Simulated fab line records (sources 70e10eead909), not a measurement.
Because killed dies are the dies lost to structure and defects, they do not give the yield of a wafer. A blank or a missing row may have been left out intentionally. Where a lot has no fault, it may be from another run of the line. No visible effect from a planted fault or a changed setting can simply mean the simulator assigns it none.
Struck lot and sound lot, side by side :: flow nand harc :: 13 out of 1302 route steps
Sound: these wafers, L757.3, L757.5, L757.6. Struck: wafers L762.1, L762.2, L762.3. The cause is given at the end.
Per side, at each step with rows, come the tool, then ch with its chambers, and then its first start. Under that, the readings that differ: sound wafers :: struck wafers :: difference of the means :: sigmas: that difference in standard deviations of wafers without a fault.
alike: readings with means less than 2 such deviations apart, plus words and numbers identical on both sides. not compared: withheld readings, readings lacking a value on some wafer, bounds such as >300 that could conceal the same value, and numbers that have no deviation in the record and whose values overlap.
Wherever a step has rows on one side only, a row that says differs or no value, or a row with sigmas, the two part there. Non-overlapping numbers with no deviation appear without sigmas and do not part them. A reading that every wafer of one side lacks parts them only if that side has two wafers or more.

NHARC_P_CONTACT_DEP_00: deposits SiO2, target thk 500 nm.
  sound on pecvd-04 ch 0,2; struck on pecvd-01 ch 0,1,2
  alike: heater power w, throttle valve pct
  not compared: since wet clean h
NHARC_P_CONTACT_CMP_01: polishes SiO2, target thk 200 nm.
  sound on cmp-03 ch 1,2, day 6 11:49; struck on cmp-04 ch 0,1,2, day 8 10:10
reading: slurry filter dp kPa (kPa)
sound: 13.46 13.29 13.54
struck: 13.71 13.60 13.92
difference: +0.31
sigmas: +2
  alike: motor current A
then, 9 steps without rows for these wafers: NHARC_P_CONTACT_SRD_03; NHARC_P_CONTACT_DEHYDRATE_04 (time 120 s); NHARC_P_CONTACT_HMDS_05 (time 30 s); NHARC_P_CONTACT_COAT_33 (time 75 s); NHARC_P_CONTACT_COAT_34 (time 65 s); NHARC_P_CONTACT_COAT_06 (resist thk 90 nm); NHARC_P_CONTACT_SOFTBAKE_07 (time 55 s); NHARC_P_CONTACT_EBR_08; NHARC_P_CONTACT_EXPOSE_09 (exposes mask P CA, target cd 90 nm).
NHARC_P_CONTACT_PEB_10: peb time 65 s.
  sound on litho track-06 ch 0, day 6 12:34; struck on litho track-04 ch 0, day 8 10:53
reading: heater power total W (W)
sound: 156.6 157.0 156.3
struck: 151.7 151.9 151.7
difference: -4.9
sigmas: -12

reading: plate temp C (C)
sound: 100.07 100.03 100.14
struck: 97.50 97.31 97.52
difference: -2.64
sigmas: -20
then, 1 step without rows for these wafers: NHARC_P_CONTACT_DEVELOP_11 (develop time 35 s).

== WHERE THEY PART ==
At NHARC_P_CONTACT_CMP_01 first; at NHARC_P_CONTACT_PEB_10 last (within this record only).

WHY: whatever the simulator had introduced
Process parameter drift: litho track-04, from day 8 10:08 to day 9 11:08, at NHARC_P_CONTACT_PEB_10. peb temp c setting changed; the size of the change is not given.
